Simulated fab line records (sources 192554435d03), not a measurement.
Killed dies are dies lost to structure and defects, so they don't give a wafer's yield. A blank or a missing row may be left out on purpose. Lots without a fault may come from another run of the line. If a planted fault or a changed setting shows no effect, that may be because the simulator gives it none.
fab line records    flow n5Finfet
record: lots: 7  wafers: 21
route steps=1938 shown BEOL_M6@1224 BEOL_M7@1289 BEOL_M8@1339
startH: hours from the record's first day to the start of the lot's first wafer shown    waitH: hours from the lot's prior step to this one    " identical to the entry in the row above    L1.1+2: several wafers, shown together as one row    - no value present, or no start provided    * or withheld: withheld    < > ~ a bound
route shown NAME@n: a module of which the file shows steps, and the number in the route of the first    usual: the fault-free wafers' mean and standard deviation    same: alike in all rows    chamber/n: place in a boat    sites: the reading at each site    _std_site: the values' standard deviation    _edge_site: mean of outer sites minus mean of inner sites    radiusMm: for every site, how far away it sits from the centre of the wafer    mask NAME#n: copy n    behind: the last tool/chamber to shape the wafer    hold: what put the lot on hold/how long, in hours/how the hold closed    device: names the non-switching transistor (n, p or np)    end of line: tests of these same wafers at the route's end    where a step has no rows: the recipe by itself    killed: count of dies lost to structure and defects at first sort (not the wafer's yield)    map: per-die view of a wafer (x killed, . not killed, _ where there is no die)
set.NAME: the setting as run; set.NAME@STEP: as run at that earlier step    model.NAME: the simulator's own value behind a step, which no gauge read
lots where settings were altered on purpose, with a table for each step and a row for each wafer
== steps ==
step: N5_BEOL_M6_EXPOSE_25
recipe: maskId: V5  na: 0.33  sourceShape: annular  sigmaInner: 0.4  sigmaOuter: 0.8  polarization: unpolarized  targetCdNm: 40  doseMj: 45
lot.wafer   tool           chamber  startH  waitH  mask  set.doseMj
L078.1+2+3  euvScanner-01  0        214.01  -      V5#0  45
L081.1+3    euvScanner-02  0        242.43  -      V5#0  45
L081.6      "              0        "       "      V5#0  43.68
L089.3+5+6  euvScanner-01  0        285.11  -      V5#0  45
L090.1+5+6  euvScanner-02  0        285.61  -      V5#0  45
L096.1+2+4  euvScanner-02  0        316.35  -      V5#0  45
L094.1+5    euvScanner-02  0        316.40  -      V5#0  45
L094.2      "              0        "       "      V5#0  43.17
L097.1      euvScanner-01  0        330.21  -      V5#0  43.24
L097.2+3    "              0        "       "      V5#0  45
step: N5_BEOL_M6_PEB_26
recipe: pebTempC: 100  pebTimeS: 60  resist: CAR-EUV
step: N5_BEOL_M6_DEVELOP_27
recipe: developTimeS: 30  developer: TMAH  resist: CAR-EUV  rinseLiquid: surfactantRinse  dry: airSpin  devTempC: 23
step: N5_BEOL_M6_CD_MEAS_28
recipe: targetCdNm: 40  landingEnergyEv: 500  detector: seInlens
usual: cdNm: 40.09/0.26
lot.wafer  tool      chamber  startH  waitH  set.doseMj@BEOL_M6_EXPOSE_25  cdNm
L078.1     cdSem-02  0        214.14  -      45                            40.25
L078.2     "         0        "       "      45                            39.94
L078.3     "         0        "       "      45                            39.98
L081.1     cdSem-01  0        242.57  -      45                            40.22
L081.3     "         0        "       "      45                            40.11
L081.6     "         0        "       "      43.68                         39.78
L089.3     cdSem-03  0        285.24  -      45                            40.44
L089.5     "         0        "       "      45                            40.08
L089.6     "         0        "       "      45                            40.38
L090.1     cdSem-02  0        285.74  -      45                            39.85
L090.5     "         0        "       "      45                            40.26
L090.6     "         0        "       "      45                            40.03
L096.1     cdSem-02  0        316.48  -      45                            40.01
L096.2     "         0        "       "      45                            39.86
L096.4     "         0        "       "      45                            40.17
L094.1     cdSem-01  0        316.54  -      45                            39.85
L094.2     "         0        "       "      43.17                         38.36
L094.5     "         0        "       "      45                            40.15
L097.1     cdSem-02  0        330.34  -      43.24                         39.07
L097.2     "         0        "       "      45                            39.93
L097.3     "         0        "       "      45                            40.33
step: N5_BEOL_M6_DESCUM_33
recipe: chemistry: O2  timeS: 7  sourcePowerW: 50  biasPowerW: 20  pressureMtorr: 20  rfFrequencyHz: 2.712e+07  tempC: 40  resist: CAR-EUV  o2FlowSccm: 225
lot.wafer   tool        chamber  startH  waitH  set.doseMj@BEOL_M6_EXPOSE_25  model.BEOL_M6.cdNm
L078.1+2    rieDiel-04  1,2      214.27  0.0    45                            39.8
L078.3      "           0        "       "      45                            40
L081.1+3    rieDiel-03  0,1      242.69  0.0    45                            40.2
L081.6      "           1        "       "      43.68                         39.4
L089.3+5    rieDiel-04  0        285.57  0.2    45                            40
L089.6      "           1        "       "      45                            39.8
L090.1      rieDiel-03  0        285.86  0.0    45                            40
L090.5+6    "           1,2      "       "      45                            40.2
L096.1+2+4  rieDiel-04  1,0,2    316.61  0.0    45                            39.8
L094.1      rieDiel-01  2        316.92  0.3    45                            40.2
L094.2      "           3        "       "      43.17                         38.6
L094.5      "           3        "       "      45                            39.8
L097.1      rieDiel-03  0        330.73  0.3    43.24                         39.2
L097.2+3    "           3,1      "       "      45                            40.2
step: N5_BEOL_M6_ETCH_72
recipe: chemistry: N2/H2  target: underlayer  targetDepthA: 65  maskMaterial: CAR-EUV  timeS: 5.2  ionEnergyEv: 200  pressureMtorr: 30  sourceW: 840  biasW: 150  n2FlowSccm: 200  h2FlowSccm: 200  ends: cleared
lot.wafer   tool        chamber  startH  waitH  set.doseMj@BEOL_M6_EXPOSE_25  model.BEOL_M6.cdNm
L078.1+3    rieDiel-04  1,0      214.30  0.0    45                            40
L078.2      "           2        "       "      45                            39.8
L081.1+3    rieDiel-03  0,1      242.73  0.0    45                            40.2
L081.6      "           1        "       "      43.68                         39.4
L089.3+5    rieDiel-04  0        285.61  0.0    45                            40
L089.6      "           1        "       "      45                            39.8
L090.1+5+6  rieDiel-03  0,1,2    285.90  0.0    45                            40.2
L096.1+2+4  rieDiel-04  1,0,2    316.64  0.0    45                            39.8
L094.1      rieDiel-01  2        316.96  0.0    45                            40.2
L094.2      "           3        "       "      43.17                         38.6
L094.5      "           3        "       "      45                            39.8
L097.1      rieDiel-03  0        330.76  0.0    43.24                         39.2
L097.2      "           3        "       "      45                            40
L097.3      "           1        "       "      45                            40.2
step: N5_BEOL_M6_ETCH_65
recipe: chemistry: CF4  target: SiARC  targetDepthA: 156  maskMaterial: CAR-EUV  timeS: 26  ionEnergyEv: 80  pressureMtorr: 40  sourceW: 545  biasW: 36  Ar_flow_sccm: 100  cf4FlowSccm: 100  ends: cleared
lot.wafer   tool        chamber  startH  waitH  set.doseMj@BEOL_M6_EXPOSE_25  model.BEOL_M6.cdNm
L078.1+3    rieDiel-04  1,0      214.32  0.0    45                            40
L078.2      "           2        "       "      45                            39.6
L081.1      rieDiel-03  0        242.74  0.0    45                            40.2
L081.3      "           1        "       "      45                            40
L081.6      "           1        "       "      43.68                         39.6
L089.3+5+6  rieDiel-04  0,0,1    285.62  0.0    45                            39.8
L090.1+5    rieDiel-03  0,1      285.92  0.0    45                            40.2
L090.6      "           2        "       "      45                            40
L096.1      rieDiel-04  1        316.66  0.0    45                            39.8
L096.2+4    "           0,2      "       "      45                            39.6
L094.1      rieDiel-01  2        316.97  0.0    45                            40.2
L094.2      "           3        "       "      43.17                         38.6
L094.5      "           3        "       "      45                            39.6
L097.1      rieDiel-03  0        330.78  0.0    43.24                         39
L097.2+3    "           3,1      "       "      45                            40
step: N5_BEOL_M6_VIA_ETCH_34
recipe: chemistry: C4F6/O2  target: SiCOH_lowk  targetDepthA: 1263  maskMaterial: SOC  taperDeg: 4  timeS: 50.9  ionEnergyEv: 250  pressureMtorr: 30  sourceW: 345  biasW: 185  Ar_flow_sccm: 300  C4F6_flow_sccm: 10  O2_flow_sccm: 10
lot.wafer  tool        chamber  startH  waitH  set.timeS  model.etch.depthNm  model.SOC_of_BEOL_M6_COAT_63.thkNm
L078.1     rieDiel-04  1        214.45  0.0    50.9       128.4               53.8
L078.2     "           2        "       "      50.9       127.2               53.8
L078.3     "           0        "       "      45.03      111.1               54.6
L081.1     rieDiel-03  0        242.87  0.0    50.9       123.7               54.2
L081.3     "           1        "       "      57.63      143.8               53.2
L081.6     "           1        "       "      50.9       127.7               54
L089.3     rieDiel-04  0        285.75  0.0    50.9       123.4               54.2
L089.5     "           0        "       "      41.38      101.1               55.4
L089.6     "           1        "       "      50.9       123.1               54
L090.1     rieDiel-03  0        286.04  0.0    50.9       122                 53.8
L090.5     "           1        "       "      50.9       124.3               53.8
L090.6     "           2        "       "      50.9       124.4               54.2
L096.1     rieDiel-04  1        316.79  0.0    50.9       128.1               53.8
L096.2     "           0        "       "      56.02      138.5               53.2
L096.4     "           2        "       "      50.9       127                 53.8
L094.1     rieDiel-01  2        317.10  0.0    39.65      97.3                55
L094.2     "           3        "       "      39.65      96.23               55.4
L094.5     "           3        "       "      50.9       124.5               53.8
L097.1     rieDiel-03  0        330.91  0.0    50.9       124.9               54.2
L097.2     "           3        "       "      50.9       128.5               54.2
L097.3     "           1        "       "      50.9       126.7               54.4
step: N5_BEOL_M6_STRIP_76
recipe: chemistry: C4F6/O2  resist: SiARC  rfFrequencyHz: 6e+07
step: N5_BEOL_M6_STRIP_36
recipe: chemistry: N2/H2  powerW: 450  tempC: 40  pressureMtorr: 20  rfFrequencyHz: 6e+07  overashFraction: 0.3  biasPowerW: 7  h2Frac: 0.5  n2FlowSccm: 200  h2FlowSccm: 200
step: N5_BEOL_M6_TRENCH_ETCH_37
recipe: chemistry: C4F6/O2  targetDepthA: 944.35  target: SiCOH_lowk  timeS: 31.5  ionEnergyEv: 250  pressureMtorr: 30  sourceW: 345  biasW: 185  Ar_flow_sccm: 300  C4F6_flow_sccm: 10  O2_flow_sccm: 10
lot.wafer  tool        chamber  startH  waitH  set.targetThkA@BEOL_M6_HM_DEP_02  model.TiN_of_BEOL_M6_HM_DEP_02.thkNm
L078.1     rieDiel-04  1        -       -      200                               17.2
L078.2     "           2        "       "      200                               17.4
L078.3     "           0        "       "      200                               17.8
L081.1     rieDiel-03  0        -       -      200                               17.4
L081.3     "           1        "       "      178.8                             15
L081.6     "           1        "       "      200                               17.6
L089.3     rieDiel-04  0        -       -      189.9                             16.6
L089.5     "           0        "       "      189.9                             16.2
L089.6     "           1        "       "      200                               17
L090.1     rieDiel-03  0        -       -      200                               17.8
L090.5     "           1        "       "      200                               17.6
L090.6     "           2        "       "      200                               17.4
L096.1     rieDiel-04  1        -       -      200                               17.4
L096.2     "           0        "       "      223                               19.8
L096.4     "           2        "       "      200                               17.8
L094.1     rieDiel-01  2        -       -      186.7                             16.4
L094.2     "           3        "       "      186.7                             16.2
L094.5     "           3        "       "      200                               17.4
L097.1     rieDiel-03  0        -       -      200                               18
L097.2     "           3        "       "      200                               17.8
L097.3     "           1        "       "      200                               18.2
step: N5_BEOL_M7_COAT_71
recipe: resist: underlayer  tempC: 205  timeS: 60  spinRpm: 1500  resistThkNm: 5
lot.wafer   tool           chamber  startH  waitH  set.spinRpm
L078.1      lithoTrack-05  0        -       -      1500
L078.2+3    "              0        "       "      1549
L081.1+3+6  lithoTrack-03  0        -       -      1500
L089.3+5    lithoTrack-03  0        -       -      1430
L089.6      "              0        "       "      1500
L090.1+5+6  lithoTrack-05  0        -       -      1500
L096.1+2+4  lithoTrack-04  0        -       -      1500
L094.1+2+5  lithoTrack-04  0        -       -      1500
L097.1+3    lithoTrack-03  0        -       -      1500
L097.2      "              0        "       "      1577
step: N5_BEOL_M7_DESCUM_33
recipe: chemistry: O2  timeS: 7  sourcePowerW: 50  biasPowerW: 20  pressureMtorr: 20  rfFrequencyHz: 2.712e+07  tempC: 40  resist: CAR-EUV  o2FlowSccm: 225
lot.wafer  tool        chamber  startH  waitH  set.timeS  model.CAR-EUV_of_BEOL_M7_COAT_22.thkNm
L078.1     rieDiel-02  1        224.93  0.7    7          26
L078.2+3   "           0,3      "       "      7          26.2
L081.1+6   rieDiel-02  1,3      250.34  0.2    7.928      25.4
L081.3     "           0        "       "      7          25.8
L089.3     rieDiel-05  3        292.49  0.1    7.724      25.8
L089.5     "           2        "       "      7          26
L089.6     "           1        "       "      7.724      25.6
L090.1+5   rieDiel-02  1        292.65  0.0    7          26
L090.6     "           3        "       "      7          26.2
L096.1     rieDiel-02  1        326.25  0.1    7          26
L096.2+4   "           3,0      "       "      8.563      25.2
L094.1     rieDiel-06  3        326.78  0.3    7          26
L094.2+5   "           2,1      "       "      8.433      25.2
L097.1+3   rieDiel-05  2,0      338.80  0.0    5.609      26.6
L097.2     "           3        "       "      7          26
step: N5_BEOL_M7_ETCH_72
recipe: chemistry: N2/H2  target: underlayer  targetDepthA: 65  maskMaterial: CAR-EUV  timeS: 5.2  ionEnergyEv: 200  pressureMtorr: 30  sourceW: 840  biasW: 150  n2FlowSccm: 200  h2FlowSccm: 200  ends: cleared
lot.wafer  tool        chamber  startH  waitH  set.spinRpm@BEOL_M7_COAT_71  set.timeS@BEOL_M7_DESCUM_33  model.CAR-EUV_of_BEOL_M7_COAT_22.thkNm  model.etch.depthNm
L078.1     rieDiel-02  1        224.97  0.0    1500                         7                            20.4                                    4.997
L078.2     "           0        "       "      1549                         7                            20.4                                    4.908
L078.3     "           3        "       "      1549                         7                            20.6                                    4.921
L081.1     rieDiel-02  1        250.38  0.0    1500                         7.928                        19.6                                    5.014
L081.3     "           0        "       "      1500                         7                            20                                      4.998
L081.6     "           3        "       "      1500                         7.928                        19.8                                    5.005
L089.3     rieDiel-05  3        292.53  0.0    1430                         7.724                        20                                      5.117
L089.5     "           2        "       "      1430                         7                            20.2                                    5.117
L089.6     "           1        "       "      1500                         7.724                        19.8                                    5.002
L090.1     rieDiel-02  1        292.70  0.0    1500                         7                            20.4                                    5.011
L090.5     "           1        "       "      1500                         7                            20.2                                    5.03
L090.6     "           3        "       "      1500                         7                            20.6                                    5.01
L096.1     rieDiel-02  1        326.29  0.0    1500                         7                            20.2                                    5.001
L096.2     "           3        "       "      1500                         8.563                        19.6                                    5.001
L096.4     "           0        "       "      1500                         8.563                        19.4                                    4.998
L094.1     rieDiel-06  3        326.81  0.0    1500                         7                            20.2                                    4.995
L094.2     "           2        "       "      1500                         8.433                        19.6                                    4.995
L094.5     "           1        "       "      1500                         8.433                        19.6                                    4.992
L097.1     rieDiel-05  2        338.83  0.0    1500                         5.609                        20.8                                    5.011
L097.2     "           3        "       "      1577                         7                            20.4                                    4.881
L097.3     "           0        "       "      1500                         5.609                        20.8                                    5.038
step: N5_BEOL_M7_ETCH_65
recipe: chemistry: CF4  target: SiARC  targetDepthA: 156  maskMaterial: CAR-EUV  timeS: 26  ionEnergyEv: 80  pressureMtorr: 40  sourceW: 545  biasW: 36  Ar_flow_sccm: 100  cf4FlowSccm: 100  ends: cleared
lot.wafer  tool        chamber  startH  waitH  set.timeS@BEOL_M7_DESCUM_33  model.CAR-EUV_of_BEOL_M7_COAT_22.thkNm
L078.1+2   rieDiel-02  1,0      224.98  0.0    7                            11.2
L078.3     "           3        "       "      7                            11.4
L081.1     rieDiel-02  1        250.39  0.0    7.928                        10.4
L081.3     "           0        "       "      7                            10.8
L081.6     "           3        "       "      7.928                        10.6
L089.3     rieDiel-05  3        292.55  0.0    7.724                        10.8
L089.5     "           2        "       "      7                            11
L089.6     "           1        "       "      7.724                        10.6
L090.1+6   rieDiel-02  1,3      292.72  0.0    7                            11.2
L090.5     "           1        "       "      7                            11
L096.1     rieDiel-02  1        326.31  0.0    7                            11
L096.2+4   "           3,0      "       "      8.563                        10.2
L094.1     rieDiel-06  3        326.83  0.0    7                            11
L094.2+5   "           2,1      "       "      8.433                        10.4
L097.1+3   rieDiel-05  2,0      338.85  0.0    5.609                        11.6
L097.2     "           3        "       "      7                            11.4
step: N5_BEOL_M8_COAT_05
recipe: resist: CAR-ArF  spinRpm: 1500  resistThkNm: 90
lot.wafer   tool           chamber  startH  waitH  set.spinRpm  model.CAR-ArF_of_BEOL_M8_COAT_05.thkNm
L078.1      lithoTrack-05  0        -       -      1419         93
L078.2      "              0        "       "      1500         90.4
L078.3      "              0        "       "      1419         93.2
L081.1      lithoTrack-02  0        -       -      1428         92.6
L081.3      "              0        "       "      1500         90
L081.6      "              0        "       "      1500         89.8
L089.3      lithoTrack-02  0        -       -      1500         89.8
L089.5      "              0        "       "      1642         85.8
L089.6      "              0        "       "      1642         86.2
L090.1+5+6  lithoTrack-01  0        -       -      1500         89.8
L096.1+4    lithoTrack-02  0        -       -      1434         91.8
L096.2      "              0        "       "      1500         89.8
L094.1      lithoTrack-01  0        -       -      1500         89.4
L094.2      "              0        "       "      1500         89.8
L094.5      "              0        "       "      1500         89.6
L097.1      lithoTrack-01  0        -       -      1500         90.4
L097.2+3    "              0        "       "      1500         90.2
step: N5_BEOL_M8_EXPOSE_08
recipe: maskId: M8  na: 1.35  sourceShape: dipole  sigmaInner: 0.817  sigmaOuter: 0.97  polarization: te  doseMj: 68.25
lot.wafer   tool            chamber  startH  waitH  mask  set.doseMj
L078.1+2    arfiScanner-03  0        231.56  -      M8#0  64.86
L078.3      "               0        "       "      M8#0  68.25
L081.1+3    arfiScanner-02  0        255.82  -      M8#0  63.41
L081.6      "               0        "       "      M8#0  68.25
L089.3+5    arfiScanner-01  0        297.20  -      M8#0  68.25
L089.6      "               0        "       "      M8#0  65.84
L090.1+5+6  arfiScanner-02  0        297.79  -      M8#0  68.25
L096.1+2    arfiScanner-01  0        331.83  -      M8#0  66.59
L096.4      "               0        "       "      M8#0  68.25
L094.1+2    arfiScanner-02  0        336.36  -      M8#0  68.25
L094.5      "               0        "       "      M8#0  70.68
L097.1+2+3  arfiScanner-02  0        346.34  -      M8#0  68.25
step: N5_BEOL_M8_PEB_09
recipe: pebTempC: withheld  pebTimeS: 60  resist: CAR-ArF
step: N5_BEOL_M8_DEVELOP_10
recipe: developTimeS: 30  developer: TMAH  resist: CAR-ArF  rinseLiquid: diw  dry: airSpin  devTempC: 23
lot.wafer   tool           chamber  startH  waitH  set.spinRpm@BEOL_M8_COAT_05  model.CAR-ArF_of_BEOL_M8_COAT_05.thkNm
L078.1+3    lithoTrack-01  0        -       -      1419                         91.4
L078.2      "              0        "       "      1500                         88.6
L081.1      lithoTrack-02  0        -       -      1428                         90.8
L081.3      "              0        "       "      1500                         88.4
L081.6      "              0        "       "      1500                         88
L089.3      lithoTrack-05  0        -       -      1500                         88
L089.5      "              0        "       "      1642                         84.2
L089.6      "              0        "       "      1642                         84.4
L090.1+5+6  lithoTrack-05  0        -       -      1500                         88.2
L096.1      lithoTrack-02  0        -       -      1434                         90.2
L096.2      "              0        "       "      1500                         88.2
L096.4      "              0        "       "      1434                         90
L094.1+5    lithoTrack-02  0        -       -      1500                         87.8
L094.2      "              0        "       "      1500                         88
L097.1      lithoTrack-01  0        -       -      1500                         88.8
L097.2      "              0        "       "      1500                         88.4
L097.3      "              0        "       "      1500                         88.6
step: N5_BEOL_M8_CD_MEAS_11
recipe: targetCdNm: 38.5  landingEnergyEv: 500  detector: seInlens  polarity: opening
usual: cdNm: 38.5/0.74
lot.wafer  tool      chamber  startH  waitH  set.doseMj@BEOL_M8_EXPOSE_08  cdNm
L078.1     cdSem-02  0        231.69  -      64.86                         34.1
L078.2     "         0        "       "      64.86                         35.3
L078.3     "         0        "       "      68.25                         37.2
L081.1     cdSem-02  0        255.95  -      63.41                         34.7
L081.3     "         0        "       "      63.41                         35.3
L081.6     "         0        "       "      68.25                         40.0
L089.3     cdSem-02  0        297.32  -      68.25                         39.4
L089.5     "         0        "       "      68.25                         38.8
L089.6     "         0        "       "      65.84                         38.1
L090.1     cdSem-03  0        297.92  -      68.25                         38.1
L090.5     "         0        "       "      68.25                         38.4
L090.6     "         0        "       "      68.25                         38.4
L096.1     cdSem-01  0        331.96  -      66.59                         37.1
L096.2     "         0        "       "      66.59                         37.6
L096.4     "         0        "       "      68.25                         38.0
L094.1     cdSem-02  0        336.48  -      68.25                         39.6
L094.2     "         0        "       "      68.25                         39.6
L094.5     "         0        "       "      70.68                         40.4
L097.1     cdSem-01  0        346.46  -      68.25                         38.3
L097.2     "         0        "       "      68.25                         37.2
L097.3     "         0        "       "      68.25                         38.0
step: N5_BEOL_M8_DESCUM_16
recipe: chemistry: O2  timeS: 7.9  sourcePowerW: 50  biasPowerW: 20  pressureMtorr: 20  rfFrequencyHz: 2.712e+07  tempC: 40  resist: CAR-ArF  o2FlowSccm: 225
step: N5_BEOL_M8_ETCH_61
recipe: chemistry: CF4  target: SiARC  targetDepthA: 455  maskMaterial: CAR-ArF  timeS: 75.8  ionEnergyEv: 80  pressureMtorr: 40  sourceW: 545  biasW: 36  Ar_flow_sccm: 100  cf4FlowSccm: 100  ends: cleared
lot.wafer  tool        chamber  startH  waitH  set.spinRpm@BEOL_M8_COAT_05  set.doseMj@BEOL_M8_EXPOSE_08  model.BEOL_M8.cdOffsetNm  model.CAR-ArF_of_BEOL_M8_COAT_05.thkNm
L078.1     rieDiel-01  0        231.82  0.0    1419                         64.86                         -4.2                      53.8
L078.2     "           3        "       "      1500                         64.86                         -2.6                      51
L078.3     "           1        "       "      1419                         68.25                         -1.2                      53.8
L081.1     rieDiel-04  3        256.31  0.0    1428                         63.41                         -3.8                      53.4
L081.3     "           2        "       "      1500                         63.41                         -3.6                      50.8
L081.6     "           1        "       "      1500                         68.25                         1.4                       50.4
L089.3     rieDiel-04  0        297.57  0.0    1500                         68.25                         0.6                       50.8
L089.5     "           1        "       "      1642                         68.25                         0.2                       46.6
L089.6     "           0        "       "      1642                         65.84                         -0.2                      47
L090.1     rieDiel-01  2        298.04  0.0    1500                         68.25                         -0.8                      50.8
L090.5     "           2        "       "      1500                         68.25                         -0.6                      50.8
L090.6     "           3        "       "      1500                         68.25                         0.2                       50.8
L096.1     rieDiel-04  3        332.08  0.0    1434                         66.59                         -1.8                      53
L096.2     "           0        "       "      1500                         66.59                         -1.2                      50.8
L096.4     "           2        "       "      1434                         68.25                         -0.6                      52.8
L094.1     rieDiel-03  2        336.61  0.0    1500                         68.25                         1.4                       50.4
L094.2     "           3        "       "      1500                         68.25                         1                         50.6
L094.5     "           3        "       "      1500                         70.68                         2                         50.6
L097.1     rieDiel-03  3        346.91  0.0    1500                         68.25                         0                         51.2
L097.2     "           1        "       "      1500                         68.25                         -1                        51
L097.3     "           0        "       "      1500                         68.25                         -0.2                      51
== key ==
split: step: N5_BEOL_M6_EXPOSE_25  setting: doseMj  stated: 45  by: wafer
response: step: N5_BEOL_M6_CD_MEAS_28  reading: cdNm  change: +0.295  per: 1%  r: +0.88
response: step: N5_BEOL_M6_DESCUM_33  reading: model.BEOL_M6.cdNm  change: +0.296  per: 1%  r: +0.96
response: step: N5_BEOL_M6_ETCH_72  reading: model.BEOL_M6.cdNm  change: +0.286  per: 1%  r: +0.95
response: step: N5_BEOL_M6_ETCH_65  reading: model.BEOL_M6.cdNm  change: +0.264  per: 1%  r: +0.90
split: step: N5_BEOL_M6_VIA_ETCH_34  setting: timeS  stated: 50.9  by: wafer
response: step: N5_BEOL_M6_VIA_ETCH_34  reading: model.etch.depthNm  change: +1.26  per: 1%  r: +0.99
response: step: N5_BEOL_M6_VIA_ETCH_34  reading: model.SOC_of_BEOL_M6_COAT_63.thkNm  change: -0.0661  per: 1%  r: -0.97
split: step: N5_BEOL_M7_COAT_71  setting: spinRpm  stated: 1500  by: wafer
response: step: N5_BEOL_M7_ETCH_72  reading: model.etch.depthNm  change: -0.0262  per: 1%  r: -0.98
split: step: N5_BEOL_M7_DESCUM_33  setting: timeS  stated: 7  by: wafer
response: step: N5_BEOL_M7_DESCUM_33  reading: model.CAR-EUV_of_BEOL_M7_COAT_22.thkNm  change: -0.0342  per: 1%  r: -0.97
response: step: N5_BEOL_M7_ETCH_72  reading: model.CAR-EUV_of_BEOL_M7_COAT_22.thkNm  change: -0.0269  per: 1%  r: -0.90
response: step: N5_BEOL_M7_ETCH_65  reading: model.CAR-EUV_of_BEOL_M7_COAT_22.thkNm  change: -0.0258  per: 1%  r: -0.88
split: step: N5_BEOL_M8_COAT_05  setting: spinRpm  stated: 1500  by: wafer
response: step: N5_BEOL_M8_COAT_05  reading: model.CAR-ArF_of_BEOL_M8_COAT_05.thkNm  change: -0.449  per: 1%  r: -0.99
response: step: N5_BEOL_M8_DEVELOP_10  reading: model.CAR-ArF_of_BEOL_M8_COAT_05.thkNm  change: -0.44  per: 1%  r: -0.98
response: step: N5_BEOL_M8_ETCH_61  reading: model.CAR-ArF_of_BEOL_M8_COAT_05.thkNm  change: -0.469  per: 1%  r: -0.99
split: step: N5_BEOL_M8_EXPOSE_08  setting: doseMj  stated: 68.25  by: wafer
response: step: N5_BEOL_M8_CD_MEAS_11  reading: cdNm  change: +0.525  per: 1%  r: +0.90
response: step: N5_BEOL_M8_ETCH_61  reading: model.BEOL_M8.cdOffsetNm  change: +0.512  per: 1%  r: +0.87
split outsideThisFile step=N5_BEOL_M6_HM_DEP_02 setting=targetThkA
split outsideThisFile: this setting was split too, and the file shows its column; the key of that split is in another file
